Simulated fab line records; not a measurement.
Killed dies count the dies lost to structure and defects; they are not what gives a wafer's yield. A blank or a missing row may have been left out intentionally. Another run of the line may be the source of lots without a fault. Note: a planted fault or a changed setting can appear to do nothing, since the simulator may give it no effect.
fab line records | flow n5-finfet | part 1 of 2: steps 1 to 24 of 29
record lots=5 wafers=15 last-day=16
route steps=1938 shown BEOL_M11@1592 BEOL_M12@1602
lots with no fault: from the same line, run without faults
start-h: the number of hours between the record's first day and the start of the first shown wafer of the lot | wait-h: how many hours have passed since the lot's step before this one | " same as the row above | L1.1+2: several wafers, shown together as one row | - no value, or no start given | * or withheld: withheld | < > ~ a bound
route shown NAME@n: NAME is a module with steps in the file, n the number in the route of the first one | usual: mean/standard deviation of fault-free wafers | same: alike in all rows | chamber/n: place in a boat | sites: the reading at each site | _std_site: their standard deviation | _edge_site: the outer-site mean with the inner-site mean subtracted | radius-mm: for every site, how far away it sits from the centre of the wafer | mask NAME#n: copy n | behind: the last tool/chamber to shape the wafer | hold: why the lot was held/for how many hours/how that ended | device: transistor that didn't switch, given as n, p or np | end of line: the route-end tests of the same wafers | a step without rows: its recipe alone | killed: the dies lost at the first sort to structure and to defects; this is not the yield of the wafer | map: a wafer's dies, marking killed ones x, the rest . and places with no die _
set.NAME: the setting as run; set.NAME@STEP: as run at that earlier step | model.NAME: the simulator's own value behind a step, which no gauge read
lots seen at some steps along the route; tables by step, rows by wafer
services: from which hour (start-h, from the record's first day; less than 0 if before it) a tool's chamber was out of use, for how many hours, and why
## steps
# step N5_BEOL_M11_CVD_75
# recipe material=Co target-thk-a=20 temp-c=withheld precursor=CCTBA/H2 pressure-torr=30 time-s=138.9
# same time-s=138.9
# columns lot.wafer tool chamber start-h wait-h
L078.2+3+6 cvd-co-02 2,1,2 251.80 0.3
L081.1+2+4 cvd-co-02 0,2,0 279.51 0.6
L086.2+3+4 cvd-co-01 0,2,1 304.10 0.1
L088.1+3+4 cvd-co-01 2,1,1 312.80 0.1
L090.1+4+5 cvd-co-02 0,2,1 331.97 0.1
# step N5_BEOL_M11_SPUTTER_48
# recipe material=Cu target-thk-a=120 temp-c=-20 bias-v=60 power-w=26000 chamber-pressure-pa=0.13 time-s=2
# usual bias-v=60.1/0.61 throttle-valve-pct=30.2/0.97
# same time-s=2
# columns lot.wafer tool chamber start-h wait-h bias-v throttle-valve-pct
L078.2 pvd-sputter-03 - 251.97 0.1 60.5 28.3
L078.3 " - " " 60.0 30.3
L078.6 " - " " 61.1 28.5
L081.1 pvd-sputter-03 - 279.67 0.1 60.0 30.5
L081.2 " - " " 59.5 28.6
L081.4 " - " " 59.4 30.3
L086.2 pvd-sputter-01 - 304.24 0.1 60.2 28.9
L086.3 " - " " 60.5 31.7
L086.4 " - " " 60.0 30.8
L088.1 pvd-sputter-01 - 312.92 0.1 59.9 28.9
L088.3 " - " " 60.1 31.1
L088.4 " - " " 59.4 30.1
L090.1 pvd-sputter-03 - 332.12 0.1 58.6 30.2
L090.4 " - " " 60.2 30.9
L090.5 " - " " 59.6 28.4
# step N5_BEOL_M11_ECD_50
# recipe material=Cu target-thk-a=3180
# columns lot.wafer tool chamber start-h wait-h
L078.2+3+6 ecd-cu-01 0,0,1 252.09 0.1
L081.1+2+4 ecd-cu-02 1,0,1 279.79 0.1
L086.2+3+4 ecd-cu-02 1,1,0 304.36 0.1
L088.1+3+4 ecd-cu-02 0,0,1 313.04 0.1
L090.1+4+5 ecd-cu-02 0 332.24 0.1
# step N5_BEOL_M11_ANNEAL_51
# recipe temp-c=225 time-s=90 ambient=N2
# usual anneal-temp-c=225.01/0.18 anneal-temp-c-max=226.4/0.33 wafer_temp_C_max=226.1/0.5
# same time-s=90
# columns lot.wafer tool chamber start-h wait-h anneal-temp-c anneal-temp-c-max wafer_temp_C_max
L078.2 rtp-anneal-01 0 252.87 0.8 224.80 225.9 225.9
L078.3 " 0 " " 224.92 226.2 225.5
L078.6 " 0 " " 224.71 225.6 225.9
L081.1 rtp-anneal-02 0 280.02 0.2 225.04 226.8 227.0
L081.2 " 0 " " 224.95 226.2 226.6
L081.4 " 0 " " 225.06 226.7 226.6
L086.2 rtp-anneal-01 0 304.88 0.5 225.21 226.4 225.9
L086.3 " 0 " " 225.14 226.3 225.6
L086.4 " 0 " " 225.25 226.3 225.8
L088.1 rtp-anneal-02 0 313.15 0.1 224.83 226.2 226.9
L088.3 " 0 " " 225.01 226.6 226.4
L088.4 " 0 " " 224.84 226.5 226.6
L090.1 rtp-anneal-01 0 332.35 0.1 225.20 226.4 225.4
L090.4 " 0 " " 225.02 226.2 225.4
L090.5 " 0 " " 225.06 226.1 225.6
# step N5_BEOL_M11_CMP_52
# recipe stop-on=SiCOH_lowk t-overpolish-s=7 down-force-psi=1 platen-rpm=50 clearing-platen-down-force-psi=1.5 clearing-platen-rpm=50 post-cmp-clean=cu-alkaline target-thk-nm=140 clearing-platen-pad-velocity-m-s=0.99484 pad-velocity-m-s=0.99484
# usual barrier-field-endpoint-s=29.0/0.61 motor-current-A=6.4/0.59 overpolish-run-s=6.999/0.0093 time-to-endpoint-s=65.7/2.6
# columns lot.wafer tool chamber start-h wait-h barrier-field-endpoint-s motor-current-A overpolish-run-s time-to-endpoint-s
L078.2 cmp-02 0 253.20 0.3 29.0 5.2 6.992 63.9
L078.3 " 1 " " 28.5 7.0 6.987 63.7
L078.6 " 2 " " 29.6 5.7 6.989 64.1
L081.1 cmp-04 0 280.33 0.3 28.8 5.3 7.004 67.0
L081.2 " 1 " " 28.5 7.4 7.024 63.1
L081.4 " 3 " " 28.3 6.9 6.997 65.1
L086.3 cmp-04 1 305.13 0.2 28.9 6.8 7.005 64.6
L086.2 " 2 " " 28.6 6.9 6.990 64.8
L086.4 " 0 " " 29.5 5.2 7.006 65.9
L088.3 cmp-04 2 313.66 0.4 28.5 7.5 6.998 66.6
L088.4 " 3 " " 28.3 6.5 7.012 63.2
L088.1 " 1 " " 28.7 7.0 6.993 66.2
L090.4 cmp-04 1 332.91 0.2 29.6 7.1 6.991 66.4
L090.1 " 3 " " 28.6 6.6 7.003 67.1
L090.5 " 1 " " 29.2 7.1 7.019 64.3
# step N5_BEOL_M11_THK_MEAS_53
# recipe thk-meas-gauge=xrf reads=Cu_of_BEOL_M11_ECD_50
# usual M11_THK=142.3/2.4
# columns lot.wafer tool chamber start-h wait-h M11_THK[nm]
L078.2 film-metro-01 - 253.42 - 139.1
L078.3 " - " " 139.6
L078.6 " - " " 140.5
L081.1 film-metro-02 - 280.62 - 143.1
L081.2 " - " " 146.1
L081.4 " - " " 144.3
L086.2 film-metro-02 - 305.42 - 138.7
L086.3 " - " " 144.1
L086.4 " - " " 141.6
L088.1 film-metro-02 - 313.96 - 140.6
L088.3 " - " " 140.2
L088.4 " - " " 145.4
L090.1 film-metro-02 - 333.21 - 140.3
L090.4 " - " " 140.9
L090.5 " - " " 140.7
# step N5_BEOL_M11_PRE_CLEAN_55
# recipe gas=NH3 time-s=15 temp-c=withheld rf-power-w=300
# same time-s=15
# columns lot.wafer tool chamber start-h wait-h
L078.2+3+6 pecvd-04 2,0,2 253.45 0.0
L081.1+2+4 pecvd-04 0,2,0 280.66 0.0
L086.2+3+4 pecvd-04 1,2,0 305.46 0.0
L088.1+3+4 pecvd-01 0,2,0 313.99 0.0
L090.1+4+5 pecvd-02 1,2,0 333.24 0.0
# step N5_BEOL_M11_DEP_56
# recipe material=SiCN target-thk-a=300 temp-c=withheld precursor=3MS/NH3 pressure-torr=3 rf-w=675 time-s=10.5
# usual showerhead-plenum-p-Torr=4.167/0.018 throttle-valve-pct=17.8/1
# same time-s=10.5
# columns lot.wafer tool chamber start-h wait-h showerhead-plenum-p-Torr throttle-valve-pct
L078.2 pecvd-04 2 253.48 0.0 4.169 17.0
L078.3 " 0 " " 4.191 18.1
L078.6 " 2 " " 4.153 17.2
L081.1 pecvd-04 0 280.68 0.0 4.190 17.8
L081.2 " 2 " " 4.163 17.7
L081.4 " 0 " " 4.185 18.1
L086.2 pecvd-04 1 305.48 0.0 4.161 16.7
L086.3 " 2 " " 4.171 17.3
L086.4 " 0 " " 4.183 18.0
L088.1 pecvd-01 0 314.02 0.0 4.176 19.1
L088.3 " 2 " " 4.162 17.3
L088.4 " 0 " " 4.190 19.1
L090.1 pecvd-02 1 333.27 0.0 4.150 19.3
L090.4 " 2 " " 4.174 16.8
L090.5 " 0 " " 4.118 19.9
# step N5_BEOL_M11_RS_MEAS_57
# recipe thk-meas-gauge=four-point-probe reads=Cu_of_BEOL_M11_ECD_50+Co_of_BEOL_M11_CVD_75+TaN_of_BEOL_M11_ALD_74
# usual M11_RS=0.1500/0.0024
# columns lot.wafer tool chamber start-h wait-h M11_RS[ohm/sq]
L078.2 film-metro-01 - 253.54 0.0 0.1535
L078.3 " - " " 0.1525
L078.6 " - " " 0.1512
L081.1 film-metro-01 - 280.75 0.0 0.1494
L081.2 " - " " 0.1464
L081.4 " - " " 0.1494
L086.2 film-metro-02 - 305.55 0.0 0.1552
L086.3 " - " " 0.1488
L086.4 " - " " 0.1523
L088.1 film-metro-02 - 314.08 0.0 0.1515
L088.3 " - " " 0.1522
L088.4 " - " " 0.1461
L090.1 film-metro-01 - 333.33 0.0 0.1510
L090.4 " - " " 0.1501
L090.5 " - " " 0.1498
# step N5_BEOL_M11_INSPECT_58
# recipe inspect-instrument=darkfield mode=post-dep
# usual raw-defect-count=75/24
# columns lot.wafer tool chamber start-h wait-h raw-defect-count
L078.2 defect-inspect-01 - 253.57 0.0 84
L078.3 " - " " 83
L078.6 " - " " 87
L081.1 defect-inspect-01 - 280.77 0.0 70
L081.2 " - " " 105
L081.4 " - " " 72
L086.2 defect-inspect-01 - 305.57 0.0 60
L086.3 " - " " 69
L086.4 " - " " 53
L088.1 defect-inspect-01 - 314.11 0.0 56
L088.3 " - " " 53
L088.4 " - " " 74
L090.1 defect-inspect-02 - 333.36 0.0 66
L090.4 " - " " 74
L090.5 " - " " 90
# step N5_BEOL_M12_ILD_DEP_00
# recipe material=SiOC target-thk-a=6589.2 temp-c=350 precursor=DEMS/O2 pressure-torr=5 rf-w=500 time-s=130.7
# usual heater-power-w=490/82 showerhead-plenum-p-Torr=5.701/0.016 throttle-valve-pct=11.8/0.72
# same time-s=130.7
# columns lot.wafer tool chamber start-h wait-h heater-power-w showerhead-plenum-p-Torr throttle-valve-pct
L078.2 pecvd-04 1 253.60 0.0 493 5.703 11.0
L078.3 " 0 " " 527 5.709 11.9
L078.6 " 1 " " 542 5.715 10.9
L081.1 pecvd-02 2 280.81 0.0 404 5.690 11.2
L081.2 " 1 " " 418 5.701 12.7
L081.4 " 2 " " 318 5.693 11.0
L086.2 pecvd-02 1 305.61 0.0 436 5.695 12.6
L086.3 " 0 " " 652 5.662 13.3
L086.4 " 2 " " 377 5.720 11.0
L088.1 pecvd-04 1 314.15 0.0 543 5.706 10.9
L088.3 " 2 " " 464 5.703 11.6
L088.4 " 2 " " 364 5.702 11.4
L090.1 pecvd-03 1 333.40 0.0 406 5.710 11.8
L090.4 " 1 " " 464 5.701 11.6
L090.5 " 2 " " 620 5.710 11.4
# step N5_BEOL_M12_THK_MEAS_01
# recipe reads=SiOC_of_BEOL_M12_ILD_DEP_00
# usual M12_ILD_THK=658/8.5
# columns lot.wafer tool chamber start-h wait-h M12_ILD_THK[nm]
L078.2 film-metro-02 - 253.74 0.1 657
L078.3 " - " " 655
L078.6 " - " " 670
L081.1 film-metro-02 - 280.94 0.1 641
L081.2 " - " " 646
L081.4 " - " " 653
L086.2 film-metro-01 - 305.74 0.1 651
L086.3 " - " " 644
L086.4 " - " " 666
L088.1 film-metro-02 - 314.28 0.1 644
L088.3 " - " " 644
L088.4 " - " " 650
L090.1 film-metro-02 - 333.53 0.1 653
L090.4 " - " " 665
L090.5 " - " " 655
# step N5_BEOL_M12_COAT_58
# recipe resist=BARC temp-c=205 time-s=60 spin-rpm=1500 resist-thk-nm=89
# usual chill-plate-temp-C=23.00/0.11 dispense-pressure-kPa=48/4.1
# same time-s=60
# columns lot.wafer tool chamber start-h wait-h chill-plate-temp-C dispense-pressure-kPa
L078.2 litho-track-01 0 253.77 0.0 23.06 45
L078.3 " 0 " " 23.05 45
L078.6 " 0 " " 23.07 45
L081.1 litho-track-01 0 280.97 0.0 23.16 45
L081.2 " 0 " " 23.18 45
L081.4 " 0 " " 23.02 45
L086.2 litho-track-01 0 305.77 0.0 22.81 45
L086.3 " 0 " " 22.97 45
L086.4 " 0 " " 23.01 45
L088.1 litho-track-04 0 314.31 0.0 22.95 47
L088.3 " 0 " " 23.07 47
L088.4 " 0 " " 22.96 47
L090.1 litho-track-04 0 333.56 0.0 23.12 47
L090.4 " 0 " " 23.13 47
L090.5 " 0 " " 22.96 47
# step N5_BEOL_M12_COAT_04
# recipe spin-rpm=1625 resist-thk-nm=400
# usual chill-plate-temp-C=22.99/0.086 dispense-pressure-kPa=48/4.1
# columns lot.wafer tool chamber start-h wait-h chill-plate-temp-C dispense-pressure-kPa
L078.2 litho-track-01 0 - - 22.90 45
L078.3 " 0 " " 22.96 45
L078.6 " 0 " " 22.92 45
L081.1 litho-track-01 0 - - 22.95 45
L081.2 " 0 " " 22.99 45
L081.4 " 0 " " 23.05 45
L086.2 litho-track-01 0 - - 23.03 45
L086.3 " 0 " " 23.03 45
L086.4 " 0 " " 23.06 45
L088.1 litho-track-04 0 - - 23.08 47
L088.3 " 0 " " 22.99 47
L088.4 " 0 " " 23.04 47
L090.1 litho-track-04 0 - - 23.09 47
L090.4 " 0 " " 23.13 47
L090.5 " 0 " " 23.08 47
# step N5_BEOL_M12_EBR_06
# recipe solvent=PGMEA ebr-width-mm=1.5
# usual chill-plate-temp-C=23.00/0.1
# columns lot.wafer tool chamber start-h wait-h chill-plate-temp-C
L078.2 litho-track-01 0 - - 23.09
L078.3 " 0 " " 23.09
L078.6 " 0 " " 23.20
L081.1 litho-track-01 0 - - 23.18
L081.2 " 0 " " 22.91
L081.4 " 0 " " 23.02
L086.2 litho-track-01 0 - - 22.94
L086.3 " 0 " " 23.15
L086.4 " 0 " " 23.04
L088.1 litho-track-04 0 - - 23.04
L088.3 " 0 " " 22.91
L088.4 " 0 " " 22.98
L090.1 litho-track-04 0 - - 23.15
L090.4 " 0 " " 22.98
L090.5 " 0 " " 22.99
# step N5_BEOL_M12_SOFTBAKE_05
# recipe temp-c=130 time-s=60
# usual chill-plate-temp-C=23.00/0.12
# same time-s=60
# columns lot.wafer tool chamber start-h wait-h chill-plate-temp-C
L078.2 litho-track-01 0 - - 23.08
L078.3 " 0 " " 23.03
L078.6 " 0 " " 23.21
L081.1 litho-track-01 0 - - 22.93
L081.2 " 0 " " 22.82
L081.4 " 0 " " 23.07
L086.2 litho-track-01 0 - - 23.05
L086.3 " 0 " " 23.05
L086.4 " 0 " " 22.90
L088.1 litho-track-04 0 - - 22.93
L088.3 " 0 " " 23.12
L088.4 " 0 " " 23.30
L090.1 litho-track-04 0 - - 22.91
L090.4 " 0 " " 22.88
L090.5 " 0 " " 22.90
# step N5_BEOL_M12_EXPOSE_07
# recipe mask-id=V11 na=0.93 source-shape=conventional sigma-outer=0.6 polarization=unpolarized attpsm-phase-deg=180 dose-mj=32.5
# usual exposure-dose-mJ-cm2=32.49/0.071
# columns lot.wafer tool chamber start-h wait-h mask exposure-dose-mJ-cm2
L078.2 krf-scanner-01 0 253.87 - V11#0 32.51
L078.3 " 0 " " V11#0 32.50
L078.6 " 0 " " V11#0 32.46
L081.1 krf-scanner-01 0 281.07 - V11#0 32.45
L081.2 " 0 " " V11#0 32.40
L081.4 " 0 " " V11#0 32.41
L086.2 krf-scanner-01 0 305.88 - V11#0 32.49
L086.3 " 0 " " V11#0 32.51
L086.4 " 0 " " V11#0 32.52
L088.1 krf-scanner-01 0 314.41 - V11#0 32.46
L088.3 " 0 " " V11#0 32.50
L088.4 " 0 " " V11#0 32.51
L090.1 krf-scanner-02 0 333.78 - V11#0 32.51
L090.4 " 0 " " V11#0 32.51
L090.5 " 0 " " V11#0 32.47
# step N5_BEOL_M12_PEB_08
# recipe peb-temp-c=130 peb-time-s=90
# usual chill-plate-temp-C=22.98/0.1
# columns lot.wafer tool chamber start-h wait-h chill-plate-temp-C
L078.2 litho-track-01 0 253.92 0.0 22.82
L078.3 " 0 " " 22.90
L078.6 " 0 " " 22.90
L081.1 litho-track-03 0 281.13 0.1 22.89
L081.2 " 0 " " 22.91
L081.4 " 0 " " 22.88
L086.2 litho-track-01 0 305.93 0.0 23.04
L086.3 " 0 " " 22.98
L086.4 " 0 " " 22.98
L088.1 litho-track-04 0 314.46 0.1 23.07
L088.3 " 0 " " 22.89
L088.4 " 0 " " 23.01
L090.1 litho-track-03 0 333.84 0.1 22.99
L090.4 " 0 " " 23.09
L090.5 " 0 " " 23.05
# step N5_BEOL_M12_DEVELOP_09
# recipe develop-time-s=45 rinse-liquid=diw dry=air-spin dev-temp-c=21
# usual chill-plate-temp-C=23.02/0.11
# columns lot.wafer tool chamber start-h wait-h chill-plate-temp-C
L078.2 litho-track-01 0 - - 23.10
L078.3 " 0 " " 22.98
L078.6 " 0 " " 23.11
L081.1 litho-track-03 0 - - 23.18
L081.2 " 0 " " 23.04
L081.4 " 0 " " 22.93
L086.2 litho-track-01 0 - - 23.06
L086.3 " 0 " " 23.17
L086.4 " 0 " " 23.00
L088.1 litho-track-04 0 - - 23.10
L088.3 " 0 " " 23.08
L088.4 " 0 " " 23.04
L090.1 litho-track-03 0 - - 22.80
L090.4 " 0 " " 22.86
L090.5 " 0 " " 23.02
# step N5_BEOL_M12_HARDBAKE_14
# recipe temp-c=130 time-s=120
# usual chill-plate-temp-C=22.99/0.1
# same time-s=120
# columns lot.wafer tool chamber start-h wait-h chill-plate-temp-C
L078.2 litho-track-01 0 - - 22.93
L078.3 " 0 " " 22.74
L078.6 " 0 " " 22.84
L081.1 litho-track-03 0 - - 23.01
L081.2 " 0 " " 23.00
L081.4 " 0 " " 22.91
L086.2 litho-track-01 0 - - 23.10
L086.3 " 0 " " 23.00
L086.4 " 0 " " 23.04
L088.1 litho-track-04 0 - - 22.98
L088.3 " 0 " " 23.01
L088.4 " 0 " " 22.99
L090.1 litho-track-03 0 - - 23.03
L090.4 " 0 " " 23.00
L090.5 " 0 " " 23.01
# step N5_BEOL_M12_CD_MEAS_10
# recipe target-cd-nm=140 landing-energy-ev=500 detector=se-inlens polarity=opening
# usual cd-nm=140.3/1.5
# same landing-energy-ev=500
# columns lot.wafer tool chamber start-h wait-h cd-nm
L078.2 cd-sem-01 0 254.04 - 138.1
L078.3 " 0 " " 139.8
L078.6 " 0 " " 139.4
L081.1 cd-sem-02 0 281.24 - 140.1
L081.2 " 0 " " 140.2
L081.4 " 0 " " 142.1
L086.2 cd-sem-02 0 306.04 - 139.6
L086.3 " 0 " " 140.5
L086.4 " 0 " " 139.9
L088.1 cd-sem-02 0 314.58 - 140.7
L088.3 " 0 " " 140.2
L088.4 " 0 " " 139.5
L090.1 cd-sem-02 0 333.95 - 139.9
L090.4 " 0 " " 139.5
L090.5 " 0 " " 140.2
# step N5_BEOL_M12_OVL_MEAS_11
# recipe points-per-wafer=44
# usual V11_OVL=1/5.2
# same points-per-wafer=44
# columns lot.wafer tool chamber start-h wait-h V11_OVL[nm]
L078.2 overlay-01 0 254.07 0.0 -1
L078.3 " 0 " " 3
L078.6 " 0 " " -5
L081.1 overlay-01 0 281.27 0.0 -7
L081.2 " 0 " " -1
L081.4 " 0 " " 4
L086.2 overlay-02 0 306.07 0.0 3
L086.3 " 0 " " 0
L086.4 " 0 " " 4
L088.1 overlay-01 0 314.61 0.0 -3
L088.3 " 0 " " -9
L088.4 " 0 " " -1
L090.1 overlay-02 0 333.99 0.0 -8
L090.4 " 0 " " 1
L090.5 " 0 " " -2
# step N5_BEOL_M12_INSPECT_12
# recipe mode=adi inspect-instrument=macro
# usual raw-defect-count=2.1/1.3
# columns lot.wafer tool chamber start-h wait-h raw-defect-count
L078.2 defect-inspect-01 - 254.09 0.0 3
L078.3 " - " " 1
L078.6 " - " " 2
L081.1 defect-inspect-01 - 281.30 0.0 0
L081.2 " - " " 6
L081.4 " - " " 3
L086.2 defect-inspect-02 - 306.10 0.0 2
L086.3 " - " " 6
L086.4 " - " " 1
L088.1 defect-inspect-01 - 314.63 0.0 3
L088.3 " - " " 1
L088.4 " - " " 0
L090.1 defect-inspect-02 - 334.01 0.0 2
L090.4 " - " " 3
L090.5 " - " " 2
# step N5_BEOL_M12_DESCUM_15
# recipe chemistry=O2 time-s=7.9 source-power-w=50 bias-power-w=20 pressure-mtorr=20 rf-frequency-hz=2.712e+07 temp-c=40 o2-flow-sccm=225
# usual drypump-motor-current-A=5.7/0.37 o2-flow-sccm=225.0/0.66 oes-product-au=0.81/0.076 rf-vpp-V=243.7/1.3 showerhead-plenum-p-Torr=2.13/0.061 throttle-valve-pct=20.24/0.24
# same time-s=7.9
# columns lot.wafer tool chamber start-h wait-h drypump-motor-current-A o2-flow-sccm oes-product-au rf-hours-counter-h rf-vpp-V showerhead-plenum-p-Torr throttle-valve-pct
L078.2 rie-diel-06 3 254.13 0.0 6.6 226.0 1.01 1 245.6 2.23 19.73
L078.3 " 0 " " 5.9 225.9 0.72 181 242.0 2.09 20.36
L078.6 " 0 " " 5.9 225.9 0.72 - 243.1 2.09 20.35
L081.1 rie-diel-06 3 281.33 0.0 6.6 224.4 0.96 10 244.9 2.22 19.73
L081.2 " 1 " " 6.4 223.8 0.83 96 244.0 2.20 20.39
L081.4 " 0 " " 5.9 224.0 0.72 190 242.9 2.09 20.35
L086.2 rie-diel-05 1 306.13 0.0 5.7 224.8 0.71 188 244.4 2.16 20.28
L086.3 " 3 " " 5.9 224.7 0.91 24 243.2 2.05 20.24
L086.4 " 2 " " 5.8 224.2 0.84 73 242.2 2.12 19.88
L088.1 rie-diel-05 1 314.67 0.0 5.7 225.3 0.70 192 245.3 2.16 20.27
L088.3 " 3 " " 5.9 225.5 0.89 27 242.0 2.05 20.25
L088.4 " 0 " " 5.1 226.1 0.81 70 244.7 2.21 20.46
L090.1 rie-diel-05 3 334.04 0.0 5.9 224.5 0.87 34 241.7 2.05 20.25
L090.4 " 0 " " 5.1 223.5 0.81 77 244.9 2.21 20.47
L090.5 " 2 " " 5.8 224.4 0.81 - 244.0 2.12 19.92
